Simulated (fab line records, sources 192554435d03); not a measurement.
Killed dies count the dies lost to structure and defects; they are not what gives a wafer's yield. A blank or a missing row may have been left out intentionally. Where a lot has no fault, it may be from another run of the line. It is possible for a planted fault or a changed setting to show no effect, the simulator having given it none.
One fault seen from 2 desks / flow n5 finfet / numbers are kept per desk, each desk with only its own; the story behind them comes last

== THE TOOL OWNER'S DESK: rie diel-05 ==
The tool's own readings at N5_BEOL_M1_STRIP_36 (strips in N2/H2): means of the sampled wafers that have a number, for each lot that ran on this tool. Any lot whose mean is over 4 standard deviations away from the usual mean is out of limits and marked OUT; that distance is given in the brackets.
Columns: A = bias power w at N5_BEOL_M1_STRIP_36, usual 6.998 W; B = chamber pressure mTorr at N5_BEOL_M1_STRIP_36, usual 20.00 mTorr; C = drypump motor current A at N5_BEOL_M1_STRIP_36, usual 5.8 A; D = oes product au at N5_BEOL_M1_STRIP_36, usual 0.79 a.u.; E = rf vpp V at N5_BEOL_M1_STRIP_36, usual 59.4 V; F = showerhead plenum p Torr at N5_BEOL_M1_STRIP_36, usual 2.54 Torr; G = throttle valve pct at N5_BEOL_M1_STRIP_36, usual 23.7 %
lot=L778; first seen here=day 6 20:49; A=7.018; B=20.02; C=5.7; D=0.82; E=59.5; F=2.53; G=23.8
lot=L780; first seen here=day 7 10:43; A=6.993; B=19.99; C=5.6; D=0.81; E=60.1; F=2.52; G=23.9
lot=L793; first seen here=day 10 19:12; A=6.988; B=19.99; C=5.2; D=0.85; E=59.6; F=2.54; G=23.7
lot=L795; first seen here=day 11 05:27; A=7.009; B=19.98; C=5.7; D=0.89; E=59.7; F=2.69; G=23.5
lot=L797; first seen here=day 11 18:22; A=7.003; B=20.01; C=6.3; D=0.79; E=60.5; F=2.57; G=23.4
lot=L792; first seen here=day 12 09:46; A=6.999; B=20.05; C=5.2; D=0.84; E=59.2; F=2.54; G=23.8
This desk found nothing out of limits on any of the 6 lots.

== THE METROLOGY DESK ==
Lot by lot, what the gauges showed, no matter which tool ran the lot: averages of those sampled wafers that carry a number. Any lot whose mean is over 4 standard deviations away from the usual mean is out of limits and marked OUT; that distance is given in the brackets. It has 12 readings; the 7 that lie furthest out on some lot are the ones shown.
Columns: A = trench depth nm at N5_BEOL_M1_OCD_MEAS_38, usual 54.9 nm; B = DIBL_N at N5_BEOL_M4_RC_MEAS_101, usual 36.1 mV/V; C = DIBL_P at N5_BEOL_M4_RC_MEAS_101, usual 35.8 mV/V; D = IOFF_P at N5_BEOL_M4_RC_MEAS_101, usual 0.21 nA/um; E = ION_N at N5_BEOL_M4_RC_MEAS_101, usual 673 uA/um; F = VT_N at N5_BEOL_M4_RC_MEAS_101, usual 250 mV; G = VT_P at N5_BEOL_M4_RC_MEAS_101, usual -250 mV
lot=L778; first seen here=day 6 19:04; A=55.2; B=35.5; C=36.3; D=0.19; E=671; F=251; G=-252
lot=L780; first seen here=day 7 06:59; A=55.3; B=38.6; C=39.0; D=0.25; E=680; F=249; G=-246
lot=L781; first seen here=day 7 14:56; A=54.9; B=-; C=-; D=-; E=-; F=-; G=-
lot=L782; first seen here=day 7 21:55; A=54.6; B=-; C=-; D=-; E=-; F=-; G=-
lot=L783; first seen here=day 7 22:58; A=56.0; B=-; C=-; D=-; E=-; F=-; G=-
lot=L793; first seen here=day 10 17:41; A=56.4; B=36.9; C=37.7; D=0.22; E=673; F=249; G=-249
lot=L794; first seen here=day 10 21:24; A=53.2; B=34.8; C=34.0; D=0.19; E=657; F=252; G=-251
lot=L795; first seen here=day 11 00:01; A=55.8; B=36.4; C=36.0; D=0.24; E=671; F=250; G=-247
lot=L797; first seen here=day 11 16:11; A=54.2; B=37.0; C=35.8; D=0.25; E=680; F=246; G=-245
lot=L792; first seen here=day 12 00:14; A=56.3; B=36.1; C=35.0; D=0.22; E=676; F=248; G=-248
This desk found nothing out of limits on any of the 10 lots.

== PUT TOGETHER ==
The desk of the tool owner found nothing out of limits.
The metrology desk saw nothing out of limits.

== WHAT THE SIMULATOR PUT IN ==
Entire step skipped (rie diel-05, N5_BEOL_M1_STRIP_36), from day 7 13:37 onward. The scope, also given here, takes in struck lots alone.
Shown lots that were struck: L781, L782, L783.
